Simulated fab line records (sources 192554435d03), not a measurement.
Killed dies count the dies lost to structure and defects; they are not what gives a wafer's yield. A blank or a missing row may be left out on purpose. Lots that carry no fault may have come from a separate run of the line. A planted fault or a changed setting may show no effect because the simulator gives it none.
Split-lot experiment -- flow n5Finfet -- 21 wafers read across 7 lots, on a route 1938 steps long

## ABOUT THE SPLIT
At N5_SD_EPI_N_PEB_07 (peb time 60 s), the setting pebTempC was moved away from the recipe's 110 C on 9 of the 21 wafers read, by -1.6% to +1.6%. All remaining wafers had this setting at the recipe value.

## BETWEEN THE SPLIT AND THE READING: the file shows 1 step in between
- N5_SD_EPI_N_DEVELOP_08: develop time 30 s

## THE READING
cdNm (nm) at N5_SD_EPI_N_CD_MEAS_09, where the cd target is 120 nm. On this fab line, fault-free wafers typically give 120.0 nm with a standard deviation of 0.67 nm.

wafer,"tool, chamber at the split","pebTempC as run, C",against the recipe,"cdNm, nm",against lot-mates on the recipe
L078.4,"lithoTrack-03, 0",108.8,-1.1%,116.6,-2.9
L078.5,"lithoTrack-03, 0",110,recipe,120.1,-
L078.6,"lithoTrack-03, 0",110,recipe,118.9,-
L080.1,"lithoTrack-02, 0",110,recipe,120.9,-
L080.2,"lithoTrack-02, 0",110,recipe,120.0,-
L080.6,"lithoTrack-02, 0",110,recipe,120.4,-
L081.1,"lithoTrack-02, 0",111.1,+1.0%,122.4,+3.1
L081.3,"lithoTrack-02, 0",111.1,+1.0%,122.8,+3.5
L081.5,"lithoTrack-02, 0",110,recipe,119.3,-
L083.1,"lithoTrack-03, 0",110,recipe,120.5,-
L083.2,"lithoTrack-03, 0",108.2,-1.6%,115.8,-4.5
L083.4,"lithoTrack-03, 0",110,recipe,120.2,-
L084.2,"lithoTrack-01, 0",110,recipe,120.0,-
L084.5,"lithoTrack-01, 0",110,recipe,119.6,-
L084.6,"lithoTrack-01, 0",110,recipe,120.5,-
L088.1,"lithoTrack-03, 0",111.8,+1.6%,124.2,no lot-mate on the recipe
L088.3,"lithoTrack-03, 0",111.8,+1.6%,124.8,no lot-mate on the recipe
L088.4,"lithoTrack-03, 0",111.8,+1.6%,125.1,no lot-mate on the recipe
L091.1,"lithoTrack-01, 0",109,-0.9%,117.2,-3.1
L091.4,"lithoTrack-01, 0",109,-0.9%,117.1,-3.2
L091.6,"lithoTrack-01, 0",110,recipe,120.3,-

THE FIT
A straight line over all 21 wafers: cdNm changes by +2.83 nm for each +1% of pebTempC; r = +0.98; the points scatter about the line by 0.49 nm.
The same after taking each lot's own level away (the mean of its wafers on the recipe; 18 wafers): +3.06 nm for each +1%; r = +0.98; scatter 0.39 nm.
Per that fit: largest pebTempC move, reading shift of 5 nm.
The lots' own levels span 119.30 to 120.43 nm, that is 1.7 times the standard deviation above.
So the lot-to-lot level changes the slope little: the two slopes agree.
Check: for one of the wafers moved furthest among these (-1.6%), held out of the fit, the line's prediction against its lot-mates is -5.22 nm. Against them it came out at -4.55 nm.

## THE OTHER SPLITS THESE WAFERS WENT THROUGH
Other splits were also applied to these wafers ahead of the reading. Each is held against what the fit with the lots' levels taken away leaves over:
other split on the same wafers,wafers away from the commonest value,r with cdNm (lot level and that fit taken away)
N5_ZERO_LAYER_DEVELOP_10 developTimeS,5,-0.34
N5_WELL_APT_COAT_02 spinRpm,8,-0.22
N5_PMOS_HMC_CHANNEL_EPI_PEB_07 pebTempC,6,-0.40
N5_PMOS_HMC_CHANNEL_EPI_DESCUM_14 timeS,5,+0.06
N5_FIN_CUT_COAT_19 spinRpm,4,-0.03

## THE WHOLE CHAIN: every reading that the file lists as answering this split, in the file's order
step,what it does,reading,change (the file's fit),r (the file's)
N5_SD_EPI_N_CD_MEAS_09,target cd 120 nm,cdNm,+2.94 nm for each +1% of the setting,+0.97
N5_SD_EPI_N_DESCUM_14,"chemistry O2, time 7.9 s","SD_EPI_N.cdNm (the simulator's own value, which no gauge read)",+2.85 nm for each +1% of the setting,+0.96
N5_SD_EPI_N_ETCH_34,"etches SiARC in CF4, target depth 45.5 nm, time 75.8 s","SD_EPI_N.cdNm (the simulator's own value, which no gauge read)",+2.84 nm for each +1% of the setting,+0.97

## THE FILE'S OWN FIT
cdNm changes by +2.94 nm for each +1% of pebTempC, r = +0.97.
